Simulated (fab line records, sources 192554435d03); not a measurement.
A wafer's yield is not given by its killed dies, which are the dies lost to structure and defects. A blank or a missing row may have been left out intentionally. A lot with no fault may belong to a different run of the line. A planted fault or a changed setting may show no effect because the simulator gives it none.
fab line records    flow n5-finfet
[record] lots = 5  wafers = 15  last-day = 18
route steps=1938 shown BEOL_M4@1099 BEOL_M5@1112 BEOL_M14@1750 PASSIVATION@1936
lots that met no fault: taken from a fault-free run of the same line
start-h: the number of hours between the record's first day and the start of the first shown wafer of the lot    wait-h: hours elapsed since this lot's preceding step    " same as the row above    L1.1+2: a single row standing in for several wafers    - no value, or no start given    * or withheld: withheld    < > ~ a bound
route shown NAME@n: names a module that has steps shown in the file, with the first one's number in the route    usual: the fault-free wafers' mean and standard deviation    same: alike in all rows    chamber/n: place in a boat    sites: each site's reading    _std_site: their standard deviation    _edge_site: inner sites' mean taken away from outer sites' mean    radius-mm: for every site, how far away it sits from the centre of the wafer    mask NAME#n: copy n    behind: tool/chamber where the wafer was last shaped    hold: why the lot went on hold/how many hours it stayed there/how the hold came to an end    device: names the non-switching transistor (n, p or np)    end of line: the tests these same wafers got at the end of their route    a step with no rows: only its recipe    killed: dies that structure and defects cost at the first sort, which is not the same as the wafer's yield    map: a wafer's dies, x killed, . not, _ none there
set.NAME: setting as actually run; set.NAME@STEP: the setting as run at that earlier step    model.NAME: the simulator's own value behind a step, which no gauge read
a table for each step, a row for each wafer; lots at some steps of the route
services: from which hour (start-h, from the record's first day; less than 0 if before it) a tool's chamber was out of use, for how many hours, and why
[[steps]]
[step N5_BEOL_M4_ANNEAL_95]
[recipe] temp-c = 400  time-s = 240  ambient = vacuum
[step N5_BEOL_M4_SPUTTER_96]
[recipe] material = Cu  target-thk-a = 45  temp-c = -20  chamber-pressure-pa = 0.07  power-w = withheld  time-s = 8.29
[step N5_BEOL_M4_ECD_50]
[recipe] material = Cu  target-thk-a = 3000
[step N5_BEOL_M4_ANNEAL_51]
[recipe] temp-c = 225  time-s = 90  ambient = N2
[step N5_BEOL_M4_CMP_52]
[recipe] stop-on = SiOC  t-overpolish-s = 6.8  down-force-psi = 1  platen-rpm = 50  clearing-platen-down-force-psi = 1.5  clearing-platen-rpm = 50  post-cmp-clean = cu-alkaline  target-thk-nm = 40  clearing-platen-pad-velocity-m-s = 0.99484  pad-velocity-m-s = 0.99484
[step N5_BEOL_M4_PRE_CLEAN_60]
[recipe] gas = NH3/H2  time-s = 15  temp-c = *  rf-power-w = 300
[step N5_BEOL_M4_CO_CAP_55]
[recipe] material = Co  target-thk-a = 20  temp-c = 200  precursor = CCTBA/H2  pressure-torr = 30  time-s = 102.1
[step N5_BEOL_M4_PRE_CLEAN_56]
[recipe] gas = NH3  time-s = 15  temp-c = withheld  rf-power-w = 300
[step N5_BEOL_M4_DEP_57]
[recipe] material = SiCN  target-thk-a = 80  temp-c = withheld  precursor = 3MS/NH3  pressure-torr = 3  rf-w = 202  time-s = 14
[step N5_BEOL_M4_RC_MEAS_101]
[usual] DIBL_N = 36.0/1.9  DIBL_P = 36.0/2.1  IOFF_N = 0.155/0.029  IOFF_P = 0.20/0.032  ION_N = 672/11  ION_P = 461/6.9  SS_N = 71.5/0.58  SS_P = 73.2/0.64  VT_N = 250.4/2.9  VT_P = -251.0/2.8
lot.wafer  tool       chamber  start-h  wait-h  DIBL_N[mV/V]  DIBL_P[mV/V]  IOFF_N[nA/um]  IOFF_P[nA/um]  ION_N[uA/um]  ION_P[uA/um]  SS_N[mV/dec]  SS_P[mV/dec]  VT_N[mV]  VT_P[mV]
L353.1     prober-01  0        263.93   0.0     34.9          36.2          0.129          0.19           647           449           72.0          73.1          252.0     -251.1
L353.4     "          0        "        "       34.9          36.2          0.134          0.18           656           451           71.2          72.7          250.8     -251.4
L353.6     "          0        "        "       37.1          39.3          0.184          0.23           692           469           72.2          73.7          248.3     -250.2
L354.1     prober-02  0        279.51   0.0     37.1          37.0          0.151          0.19           668           455           72.0          73.4          253.4     -252.6
L354.2     "          0        "        "       34.3          35.4          0.121          0.17           666           459           71.0          73.4          255.7     -252.1
L354.6     "          0        "        "       35.8          35.8          0.122          0.17           666           453           71.1          73.3          258.4     -254.2
L356.4     prober-02  0        284.41   0.5     38.2          40.0          0.201          0.27           676           464           71.9          74.5          245.8     -249.1
L356.5     "          0        "        "       35.0          36.1          0.141          0.20           674           467           71.2          73.0          250.2     -248.6
L356.6     "          0        "        "       39.1          39.4          0.211          0.25           679           462           72.5          74.7          246.1     -246.8
L355.4     prober-01  0        285.65   0.5     34.1          35.4          0.123          0.16           668           456           71.3          72.9          253.4     -256.1
L355.5     "          0        "        "       35.9          37.6          0.153          0.19           677           465           71.7          73.3          248.6     -254.5
L355.6     "          0        "        "       33.2          34.1          0.113          0.15           664           459           71.1          73.1          254.9     -258.0
L360.3     prober-01  0        314.09   0.3     35.8          37.0          0.160          0.22           668           457           71.4          73.0          250.4     -249.4
L360.5     "          0        "        "       33.6          33.7          0.124          0.17           674           458           71.7          72.3          253.2     -252.8
L360.6     "          0        "        "       34.4          35.3          0.145          0.19           671           456           70.9          73.3          249.8     -254.8
[step N5_BEOL_M5_ILD_DEP_00]
[recipe] material = SiCOH_lowk  target-thk-a = 1406.4  temp-c = 300  precursor = DEMS/porogen  pressure-torr = 5  rf-w = 500  time-s = 25.9
[step N5_BEOL_M5_CURE_79]
[recipe] temp-c = 385  time-s = 240  ambient = He/Ar  material = SiCOH_lowk
[step N5_BEOL_M5_PECVD_70]
[recipe] material = SiO2  target-thk-a = 160  temp-c = 400  precursor = TEOS/O2  pressure-torr = 5.5  rf-w = 450  teos-flow-sccm = 53.8  gas = O2  flow-sccm = 3000  time-s = 18
[step N5_BEOL_M5_HM_DEP_02]
[recipe] material = TiN  target-thk-a = 200  temp-c = 25  chamber-pressure-pa = 0.49996
[step N5_BEOL_M5_COAT_59]
[recipe] resist = SOC  temp-c = 250  time-s = 60  spin-rpm = 1500  resist-thk-nm = 60
[step N5_BEOL_M5_COAT_60]
[recipe] resist = SiARC  temp-c = 220  time-s = 60  spin-rpm = 1500  resist-thk-nm = 12
[step N5_BEOL_M5_COAT_71]
[recipe] resist = underlayer  temp-c = 205  time-s = 60  spin-rpm = 1500  resist-thk-nm = 5
[step N5_BEOL_M5_COAT_05]
[recipe] resist = CAR-EUV  spin-rpm = 1500  resist-thk-nm = 30
[step N5_BEOL_M5_EBR_07]
[recipe] solvent = PGMEA  ebr-width-mm = 1.5
[step N5_BEOL_M5_SOFTBAKE_06]
[recipe] temp-c = 110  time-s = 60  resist = CAR-EUV
[step N5_BEOL_M5_EXPOSE_08]
[recipe] mask-id = M5  na = 0.33  source-shape = annular  sigma-inner = 0.4  sigma-outer = 0.8  polarization = unpolarized  target-cd-nm = 28  dose-mj = 35.75
[step N5_BEOL_M5_PEB_09]
[recipe] peb-temp-c = 100  peb-time-s = 60  resist = CAR-EUV
[step N5_BEOL_M5_DEVELOP_10]
[recipe] develop-time-s = 30  developer = TMAH  resist = CAR-EUV  rinse-liquid = surfactant-rinse  dry = air-spin  dev-temp-c = 23
[step N5_BEOL_M5_DESCUM_16]
[recipe] chemistry = O2  time-s = 7  source-power-w = 50  bias-power-w = 20  pressure-mtorr = 20  rf-frequency-hz = 2.712e+07  temp-c = 40  resist = CAR-EUV  o2-flow-sccm = 225
[step N5_BEOL_M5_ETCH_72]
[recipe] chemistry = N2/H2  target = underlayer  target-depth-a = 65  mask-material = CAR-EUV  time-s = 5.2  ion-energy-ev = 200  pressure-mtorr = 30  source-w = 840  bias-w = 150  n2-flow-sccm = 200  h2-flow-sccm = 200  ends = cleared
[step N5_BEOL_M5_ETCH_61]
[recipe] chemistry = CF4  target = SiARC  target-depth-a = 156  mask-material = CAR-EUV  time-s = 26  ion-energy-ev = 80  pressure-mtorr = 40  source-w = 545  bias-w = 36  Ar_flow_sccm = 100  cf4-flow-sccm = 100  ends = cleared
[step N5_BEOL_M5_ETCH_62]
[recipe] chemistry = N2/H2  target = SOC  target-depth-a = 750  overetch-a = 150  mask-material = SiARC  temp-c = 40  time-s = 112.5  ion-energy-ev = 200  pressure-mtorr = 30  source-w = 840  bias-w = 150  n2-flow-sccm = 200  h2-flow-sccm = 200
[step N5_BEOL_M5_STRIP_63]
[recipe] chemistry = N2/H2  temp-c = 40  n2-flow-sccm = 200  h2-flow-sccm = 200  rf-frequency-hz = 6e+07
[step N5_BEOL_M5_STRIP_73]
[recipe] chemistry = N2/H2  temp-c = 40  n2-flow-sccm = 200  h2-flow-sccm = 200  rf-frequency-hz = 6e+07
[step N5_BEOL_M5_STRIP_64]
[recipe] chemistry = CF4  resist = SiARC  power-w = 300  bias-power-w = 75  pressure-mtorr = 50  cf4-flow-sccm = 150  rf-frequency-hz = 6e+07
[step N5_BEOL_M5_HM_OPEN_17]
[recipe] chemistry = Cl2/BCl3  target-depth-a = 200  overetch-a = 60  target = TiN  mask-material = SOC  ion-energy-ev = 150  pressure-mtorr = 10  icp-w = 1000  bias-w = 126  Cl2_flow_sccm = 53.25  bcl3-flow-sccm = 21.75  Ar_flow_sccm = 25
[step N5_BEOL_M5_STRIP_19]
[recipe] chemistry = O2  power-w = 400  temp-c = 40  pressure-mtorr = 30  rf-frequency-hz = 6e+07  bias-power-w = 0  overash-fraction = 0.2  o2-flow-sccm = 225
[step N5_BEOL_M5_COAT_65]
[recipe] resist = SOC  temp-c = 250  time-s = 60  spin-rpm = 1500  resist-thk-nm = 60
[step N5_BEOL_M5_COAT_66]
[recipe] resist = SiARC  temp-c = 220  time-s = 60  spin-rpm = 1500  resist-thk-nm = 12
[step N5_BEOL_M14_ETCH_67]
[recipe] chemistry = CF4  target = SiARC  target-depth-a = 1430  time-s = 238.3  ion-energy-ev = 80  pressure-mtorr = 40  source-w = 545  bias-w = 36  Ar_flow_sccm = 100  cf4-flow-sccm = 100  ends = cleared
[usual] bias-w = 36.00/0.11  cf4-flow-sccm = 100.01/0.29  drypump-motor-current-A = 5.5/0.46  etch-rf-on-time-s = 243/6.4  oes-product-au = 0.65/0.045  rf-fwd-power-W = 543.1/1.7  rf-vpp-V = 183.8/1  showerhead-plenum-p-Torr = 2.13/0.058  throttle-valve-pct = 15.65/0.24
lot.wafer  tool         chamber  start-h  wait-h  bias-w  cf4-flow-sccm  drypump-motor-current-A  etch-rf-on-time-s  oes-product-au  rf-fwd-power-W  rf-hours-counter-h  rf-vpp-V  showerhead-plenum-p-Torr  throttle-valve-pct  model.coat_of_BEOL_M14_COAT_22.thk-nm  model.BEOL_M14.cd-nm
L353.1     rie-diel-02  1        338.50   0.0     -       -              -                        -                  -               -               -                   -         -                         -                   282.2                                  284.4
L353.4     "            2        "        "       -       -              -                        -                  -               -               -                   -         -                         -                   282.4                                  284.2
L353.6     "            0        "        "       -       -              -                        -                  -               -               -                   -         -                         -                   282                                    283
L354.1     rie-diel-03  2        357.77   0.0     -       -              -                        -                  -               -               -                   -         -                         -                   283.8                                  284
L354.2     "            1        "        "       -       -              -                        -                  -               -               -                   -         -                         -                   283.4                                  283.4
L354.6     "            1        "        "       -       -              -                        -                  -               -               -                   -         -                         -                   284.2                                  284.4
L355.4     rie-diel-06  1        363.30   0.1     -       -              -                        -                  -               -               -                   -         -                         -                   282.6                                  284.8
L355.5     "            0        "        "       -       -              -                        -                  -               -               -                   -         -                         -                   283                                    284.4
L355.6     "            3        "        "       -       -              -                        -                  -               -               -                   -         -                         -                   282.4                                  284
L356.4     rie-diel-02  1        364.00   0.0     35.98   100.29         5.0                      251                0.65            544.8           107                 182.9     2.08                      15.73               212.8                                  280.4
L356.5     "            0        "        "       36.11   99.99          5.4                      247                0.58            541.2           -                   184.2     2.13                      15.99               211.8                                  279.4
L356.6     "            1        "        "       36.08   100.33         5.0                      249                0.65            542.5           -                   183.8     2.08                      15.74               212.8                                  281.6
L360.3     rie-diel-02  3        398.39   0.0     36.05   100.02         5.4                      245                0.61            543.8           220                 185.6     2.20                      15.84               212.4                                  277.6
L360.5     "            3        "        "       35.79   99.70          5.4                      246                0.60            542.5           -                   184.0     2.20                      15.83               212                                    276.8
L360.6     "            0        "        "       36.09   99.31          5.4                      248                0.56            541.8           -                   184.0     2.12                      16.00               212.8                                  279
[step N5_BEOL_M14_OCD_MEAS_35]
[usual] trench-depth-nm = 546/15
lot.wafer  tool    chamber  start-h  wait-h  trench-depth-nm
L353.1     ocd-02  -        339.07   0.0     -
L353.4     "       -        "        "       -
L353.6     "       -        "        "       -
L354.1     ocd-01  -        358.34   0.0     -
L354.2     "       -        "        "       -
L354.6     "       -        "        "       -
L355.4     ocd-01  -        363.81   0.0     -
L355.5     "       -        "        "       -
L355.6     "       -        "        "       -
L356.4     ocd-02  -        364.58   0.0     523
L356.5     "       -        "        "       526
L356.6     "       -        "        "       523
L360.3     ocd-01  -        398.97   0.0     542
L360.5     "       -        "        "       542
L360.6     "       -        "        "       531
[step N5_BEOL_M14_ETCH_38]
[recipe] chemistry = CF4/N2  target = SiCN  target-depth-a = 1065  taper-deg = 2  time-s = 120.6  ion-energy-ev = 150  mask-material = SiO2  pressure-mtorr = 40  source-w = 430  bias-w = 70  Ar_flow_sccm = 100  cf4-flow-sccm = 60  n2-flow-sccm = 60
[usual] bias-w = 70.00/0.2  cf4-flow-sccm = 59.99/0.15  drypump-motor-current-A = 5.6/0.54  oes-product-au = 0.76/0.048  rf-fwd-power-W = 428.7/1.3  rf-vpp-V = 381.8/1.7  showerhead-plenum-p-Torr = 2.19/0.063  throttle-valve-pct = 15.45/0.23
lot.wafer  tool         chamber  start-h  wait-h  bias-w  cf4-flow-sccm  drypump-motor-current-A  oes-product-au  rf-fwd-power-W  rf-hours-counter-h  rf-vpp-V  showerhead-plenum-p-Torr  throttle-valve-pct  model.BEOL_M14.cd-nm
L353.1     rie-diel-06  1        -        -       69.71   59.93          4.8                      0.69            429.1           220                 381.7     2.09                      15.68               283.4
L353.4     "            2        "        "       69.80   59.83          5.4                      0.74            429.3           150                 379.0     2.13                      15.56               282
L353.6     "            2        "        "       69.79   59.72          5.4                      0.74            429.3           -                   380.5     2.13                      15.55               284.2
L354.1     rie-diel-03  3        -        -       69.79   59.87          6.0                      0.70            428.4           192                 382.6     2.18                      15.30               285.8
L354.2     "            1        "        "       69.91   59.95          6.1                      0.81            428.0           104                 383.2     2.23                      15.31               281.2
L354.6     "            0        "        "       70.16   59.71          5.5                      0.78            430.4           -                   384.2     2.29                      15.04               282.6
L355.4     rie-diel-06  0        -        -       69.94   60.16          6.2                      0.80            428.5           -                   380.3     2.15                      15.61               285.2
L355.5     "            1        "        "       70.15   60.31          4.8                      0.69            428.3           -                   379.1     2.08                      15.68               281.8
L355.6     "            3        "        "       70.18   60.27          6.6                      0.75            428.4           -                   381.8     2.21                      15.68               283.2
L356.4     rie-diel-03  3        -        -       70.26   59.90          6.0                      0.70            429.3           195                 382.1     2.18                      15.28               281.6
L356.5     "            1        "        "       70.10   60.20          6.2                      0.79            428.7           -                   382.2     2.23                      15.31               279.6
L356.6     "            2        "        "       70.32   60.05          5.6                      0.79            429.0           -                   382.7     2.23                      15.17               281.8
L360.3     rie-diel-06  2        -        -       70.00   60.03          5.4                      0.73            430.6           167                 380.8     2.12                      15.58               279.2
L360.5     "            0        "        "       69.92   59.97          6.2                      0.78            428.6           -                   381.3     2.14                      15.63               277.4
L360.6     "            1        "        "       70.31   59.94          4.8                      0.67            427.8           -                   380.6     2.08                      15.70               278.8
[step N5_PASSIVATION_PROBE_49]
[usual] defect-limited-yield = 91.0/1.5  killed_at_M0_to_M3 = 33/9.4  killed_at_M4_up = 14/4.8  killed-at-contacts = 13/7.3  killed-at-front-end = 43/13  killed-at-other = 3.6/2.9  killed-dies = 106/18  killed-on-rim = 14/4.2  killed-open = 69/13  killed-short = 35/8.2  sort_bin_5_function = 5.3/1  sort_bin_6_memory = 3.3/0.68  sort-n-pass = 1074/18  sort-yield-pct = 91.0/1.5
[same] gross-dies = 1180  killed-at-back-side = 0  sort_bin_4_leakage[%] = 0  sort_bin_8_speed[%] = 0
lot.wafer  tool       chamber  start-h  wait-h  defect-limited-yield[%]  killed_at_M0_to_M3  killed_at_M4_up  killed-at-contacts  killed-at-front-end  killed-at-other  killed-dies  killed-on-rim  killed-open  killed-short  sort_bin_5_function[%]  sort_bin_6_memory[%]  sort-n-pass  sort-yield-pct[%]
L353.1     prober-01  -        360.91   0.0     0                        32                  1081             14                  48                   5                1180         152            78           36            95.8                    4.0                   0            0
L353.4     prober-01  -        361.06   0.2     0                        42                  1085             10                  42                   1                1180         152            71           41            95.9                    3.9                   0            0
L353.6     prober-01  -        361.16   0.3     0                        54                  1086             6                   33                   1                1180         152            72           38            95.9                    3.6                   0            0
L354.1     prober-02  -        381.49   0.0     0                        24                  1113             10                  29                   4                1180         152            58           21            97.6                    2.0                   0            0
L354.2     prober-02  -        381.54   0.1     0                        48                  1081             15                  34                   2                1180         152            82           30            97.3                    2.5                   0            0
L354.6     prober-02  -        381.74   0.3     0                        46                  1076             14                  41                   3                1180         152            83           36            96.1                    3.7                   0            0
L355.4     prober-02  -        388.53   0.2     0                        29                  1108             8                   31                   4                1180         152            60           20            97.9                    2.1                   0            0
L355.5     prober-02  -        388.58   0.2     0                        40                  1088             11                  38                   3                1180         152            78           29            96.1                    3.7                   0            0
L355.6     prober-02  -        388.63   0.3     0                        34                  1099             6                   35                   6                1180         152            69           33            96.2                    3.6                   0            0
L360.3     prober-01  -        428.23   0.1     93.3                     33                  11               4                   25                   6                79           11             52           25            3.8                     2.5                   1101         93.3
L360.5     prober-01  -        428.33   0.2     91.1                     42                  14               6                   40                   3                105          17             72           32            5.6                     3.1                   1075         91.1
L360.6     prober-01  -        428.38   0.3     91.6                     32                  15               20                  22                   10               99           15             61           37            4.5                     3.5                   1081         91.6
// killed by level:class
L353.1 BEOL_M14:area-etch=1064 STI_FIN_REVEAL:geometric-particle:open=15 BEOL_M3:geometric-particle:open=13 MOL_CONTACT_COAG:geometric-particle:open=11 BEOL_M4:geometric-particle:open=9 STI_FIN_REVEAL:geometric-particle:short=6 BEOL_M0_SAQP:geometric-particle:open=6 DUMMY_GATE:geometric-particle:open=5
L353.4 BEOL_M14:area-etch=1066 BEOL_M3:geometric-particle:open=14 FIN_SAQP:geometric-particle:short=10 STI_FIN_REVEAL:geometric-particle:open=10 BEOL_M2:geometric-particle:open=9 BEOL_M4:geometric-particle:open=8 FIN_SAQP:geometric-particle:open=7 MOL_CONTACT_COAG:geometric-particle:open=7
L353.6 BEOL_M14:area-etch=1070 BEOL_M3:geometric-particle:open=19 BEOL_M2:geometric-particle:open=10 BEOL_M4:geometric-particle:open=9 BEOL_M0_SAQP:geometric-particle:short=8 STI_FIN_REVEAL:geometric-particle:open=7 BEOL_M3:geometric-particle:short=7 FIN_SAQP:geometric-particle:short=6
L354.1 BEOL_M14:area-etch=1101 STI_FIN_REVEAL:geometric-particle:open=10 MOL_CONTACT_COAG:geometric-particle:open=8 BEOL_M4:geometric-particle:open=6 DUMMY_GATE:geometric-particle:open=5 BEOL_M0_SAQP:geometric-particle:open=5 BEOL_M2:geometric-particle:open=4 GATE_CUT:geometric-particle:open=3
L354.2 BEOL_M14:area-etch=1068 BEOL_M0_SAQP:geometric-particle:open=14 DUMMY_GATE:geometric-particle:open=11 MOL_CONTACT_COAG:geometric-particle:open=10 BEOL_M0:geometric-particle:open=8 BEOL_M1:geometric-particle:open=8 FIN_SAQP:geometric-particle:open=6 MOL_CONTACT_COAG:geometric-particle:short=5
L354.6 BEOL_M14:area-etch=1059 BEOL_M0_SAQP:geometric-particle:open=12 STI_FIN_REVEAL:geometric-particle:open=11 MOL_CONTACT_COAG:geometric-particle:open=11 FIN_SAQP:geometric-particle:short=10 BEOL_M1:geometric-particle:open=9 FIN_SAQP:geometric-particle:open=7 BEOL_M0_SAQP:geometric-particle:short=7
L355.4 BEOL_M14:area-etch=1098 STI_FIN_REVEAL:geometric-particle:open=11 BEOL_M3:geometric-particle:open=8 MOL_CONTACT_COAG:geometric-particle:open=6 BEOL_M0_SAQP:geometric-particle:short=6 BEOL_M0_SAQP:geometric-particle:open=6 BEOL_M2:geometric-particle:open=6 FIN_SAQP:geometric-particle:open=4
L355.5 BEOL_M14:area-etch=1072 MOL_CONTACT_COAG:geometric-particle:open=10 BEOL_M2:geometric-particle:open=9 BEOL_M0_SAQP:geometric-particle:short=8 BEOL_M4:geometric-particle:open=8 BEOL_M0_SAQP:geometric-particle:open=8 FIN_SAQP:geometric-particle:open=6 STI_FIN_REVEAL:geometric-particle:open=6
L355.6 BEOL_M14:area-etch=1076 FIN_SAQP:geometric-particle:open=10 BEOL_M4:geometric-particle:open=10 STI_FIN_REVEAL:geometric-particle:open=8 BEOL_M0_SAQP:geometric-particle:short=8 BEOL_M3:geometric-particle:open=8 BEOL_M0_SAQP:geometric-particle:open=6 MOL_CONTACT_COAG:geometric-particle:open=5
L360.3 BEOL_M0_SAQP:geometric-particle:open=11 BEOL_M1:geometric-particle:short=7 STI_FIN_REVEAL:geometric-particle:open=7 BEOL_M3:geometric-particle:open=6 FIN_SAQP:geometric-particle:short=5 BEOL_M2:geometric-particle:open=4 BEOL_M4:geometric-particle:open=4 BEOL_M5:geometric-particle:open=4
L360.5 BEOL_M3:geometric-particle:open=12 GATE_CUT:geometric-particle:open=11 BEOL_M0_SAQP:geometric-particle:open=9 STI_FIN_REVEAL:geometric-particle:open=8 BEOL_M0_SAQP:geometric-particle:short=8 BEOL_M2:geometric-particle:open=8 BEOL_M6:geometric-particle:open=6 GATE_CUT:geometric-particle:short=5
L360.6 MOL_CONTACT_COAG:geometric-particle:open=13 BEOL_M3:geometric-particle:open=10 MOL_CONTACT_COAG:geometric-particle:short=7 BEOL_M4:geometric-particle:open=7 BEOL_M0_SAQP:geometric-particle:open=6 BEOL_M0_SAQP:geometric-particle:short=5 BEOL_M1:geometric-particle:short=3 DUMMY_GATE:geometric-particle:open=3
// map L353.1 (x killed, . not)
_________________xxxxxxxxxxxx________________
______________xxxxxxxxxxxxxxxxxx_____________
___________xxxxxxxxxxxxxxxxxxxxxxxx__________
__________xxxxxxxxxxxxxxxxxxxxxxxxxx_________
________xxxxxxxxxxxxxxxxxxxxxxxxxxxxxx_______
_______xxxxxxxxxxxxxxxxxxxxxxxxxxxxxxxx______
______xxxxxxxxxxxxxxxxxxxxxxxxxxxxxxxxxx_____
_____xxxxxxxxxxxxxxxxxxxxxxxxxxxxxxxxxxxx____
____xxxxxxxxxxxxxxxxxxxxxxxxxxxxxxxxxxxxxx___
___xxxxxxxxxxxxxxxxxxxxxxxxxxxxxxxxxxxxxxxx__
___xxxxxxxxxxxxxxxxxxxxxxxxxxxxxxxxxxxxxxxx__
__xxxxxxxxxxxxxxxxxxxxxxxxxxxxxxxxxxxxxxxxxx_
__xxxxxxxxxxxxxxxxxxxxxxxxxxxxxxxxxxxxxxxxxx_
_xxxxxxxxxxxxxxxxxxxxxxxxxxxxxxxxxxxxxxxxxxxx
_xxxxxxxxxxxxxxxxxxxxxxxxxxxxxxxxxxxxxxxxxxxx
_xxxxxxxxxxxxxxxxxxxxxxxxxxxxxxxxxxxxxxxxxxxx
_xxxxxxxxxxxxxxxxxxxxxxxxxxxxxxxxxxxxxxxxxxxx
_xxxxxxxxxxxxxxxxxxxxxxxxxxxxxxxxxxxxxxxxxxxx
_xxxxxxxxxxxxxxxxxxxxxxxxxxxxxxxxxxxxxxxxxxxx
_xxxxxxxxxxxxxxxxxxxxxxxxxxxxxxxxxxxxxxxxxxxx
_xxxxxxxxxxxxxxxxxxxxxxxxxxxxxxxxxxxxxxxxxxxx
__xxxxxxxxxxxxxxxxxxxxxxxxxxxxxxxxxxxxxxxxxx_
__xxxxxxxxxxxxxxxxxxxxxxxxxxxxxxxxxxxxxxxxxx_
___xxxxxxxxxxxxxxxxxxxxxxxxxxxxxxxxxxxxxxxx__
___xxxxxxxxxxxxxxxxxxxxxxxxxxxxxxxxxxxxxxxx__
____xxxxxxxxxxxxxxxxxxxxxxxxxxxxxxxxxxxxxx___
_____xxxxxxxxxxxxxxxxxxxxxxxxxxxxxxxxxxxx____
______xxxxxxxxxxxxxxxxxxxxxxxxxxxxxxxxxx_____
_______xxxxxxxxxxxxxxxxxxxxxxxxxxxxxxxx______
________xxxxxxxxxxxxxxxxxxxxxxxxxxxxxx_______
__________xxxxxxxxxxxxxxxxxxxxxxxxxx_________
___________xxxxxxxxxxxxxxxxxxxxxxxx__________
______________xxxxxxxxxxxxxxxxxx_____________
_________________xxxxxxxxxxxx________________
// map L354.1 (x killed, . not)
_________________xxxxxxxxxxxx________________
______________xxxxxxxxxxxxxxxxxx_____________
___________xxxxxxxxxxxxxxxxxxxxxxxx__________
__________xxxxxxxxxxxxxxxxxxxxxxxxxx_________
________xxxxxxxxxxxxxxxxxxxxxxxxxxxxxx_______
_______xxxxxxxxxxxxxxxxxxxxxxxxxxxxxxxx______
______xxxxxxxxxxxxxxxxxxxxxxxxxxxxxxxxxx_____
_____xxxxxxxxxxxxxxxxxxxxxxxxxxxxxxxxxxxx____
____xxxxxxxxxxxxxxxxxxxxxxxxxxxxxxxxxxxxxx___
___xxxxxxxxxxxxxxxxxxxxxxxxxxxxxxxxxxxxxxxx__
___xxxxxxxxxxxxxxxxxxxxxxxxxxxxxxxxxxxxxxxx__
__xxxxxxxxxxxxxxxxxxxxxxxxxxxxxxxxxxxxxxxxxx_
__xxxxxxxxxxxxxxxxxxxxxxxxxxxxxxxxxxxxxxxxxx_
_xxxxxxxxxxxxxxxxxxxxxxxxxxxxxxxxxxxxxxxxxxxx
_xxxxxxxxxxxxxxxxxxxxxxxxxxxxxxxxxxxxxxxxxxxx
_xxxxxxxxxxxxxxxxxxxxxxxxxxxxxxxxxxxxxxxxxxxx
_xxxxxxxxxxxxxxxxxxxxxxxxxxxxxxxxxxxxxxxxxxxx
_xxxxxxxxxxxxxxxxxxxxxxxxxxxxxxxxxxxxxxxxxxxx
_xxxxxxxxxxxxxxxxxxxxxxxxxxxxxxxxxxxxxxxxxxxx
_xxxxxxxxxxxxxxxxxxxxxxxxxxxxxxxxxxxxxxxxxxxx
_xxxxxxxxxxxxxxxxxxxxxxxxxxxxxxxxxxxxxxxxxxxx
__xxxxxxxxxxxxxxxxxxxxxxxxxxxxxxxxxxxxxxxxxx_
__xxxxxxxxxxxxxxxxxxxxxxxxxxxxxxxxxxxxxxxxxx_
___xxxxxxxxxxxxxxxxxxxxxxxxxxxxxxxxxxxxxxxx__
___xxxxxxxxxxxxxxxxxxxxxxxxxxxxxxxxxxxxxxxx__
____xxxxxxxxxxxxxxxxxxxxxxxxxxxxxxxxxxxxxx___
_____xxxxxxxxxxxxxxxxxxxxxxxxxxxxxxxxxxxx____
______xxxxxxxxxxxxxxxxxxxxxxxxxxxxxxxxxx_____
_______xxxxxxxxxxxxxxxxxxxxxxxxxxxxxxxx______
________xxxxxxxxxxxxxxxxxxxxxxxxxxxxxx_______
__________xxxxxxxxxxxxxxxxxxxxxxxxxx_________
___________xxxxxxxxxxxxxxxxxxxxxxxx__________
______________xxxxxxxxxxxxxxxxxx_____________
_________________xxxxxxxxxxxx________________
[[services]]
tool         chamber  start-h  hours  kind
rie-diel-02  3        335.50   4.8    repair
rie-diel-06  2        362.62   4.0    repair
rie-diel-03  0        379.04   8.9    repair
[[key]]
[first-sign] step = N5_BEOL_M14_ETCH_67  reading = tool-record  direction = missing
[effect] step = N5_BEOL_M14_OCD_MEAS_35  reading = trench-depth-nm  direction = missing
[effect] step = N5_PASSIVATION_PROBE_49  reading = killed_at_M4_up  direction = up  sigmas = 99+  usual = 14  struck = 1091
[model-effect] step = N5_BEOL_M14_ETCH_67  value = coat_of_BEOL_M14_COAT_22.thk-nm  without = 211.2  struck = 282.9
[model-effect] step = N5_BEOL_M14_ETCH_38  value = BEOL_M14.cd-nm  without = 278.9  struck = 283.3
[more-kills-born-at] N5_BEOL_M14_ETCH_67@rie-diel-06 = 3246  N5_BEOL_M14_ETCH_67@rie-diel-03 = 3228  N5_BEOL_M14_ETCH_67@rie-diel-02 = 3200
met-at N5_BEOL_M14_ETCH_67
struck-wafers L353.1,L353.4,L353.6,L354.1,L354.2,L354.6,L355.4,L355.5,L355.6
later-rows-left-out L353.1,L353.4,L353.6,L354.1,L354.2,L354.6,L355.4,L355.5,L355.6
[fault] kind = skipped-step-whole  tool = rie-diel-02,rie-diel-03,rie-diel-06  chamber = -  onset-h = 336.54  steps = N5_BEOL_M14_ETCH_67  scope = struck-lots-only
// later-rows-left-out: the simulator's readings of these wafers behind a module that went badly wrong aren't trusted and aren't shown, but for the sort
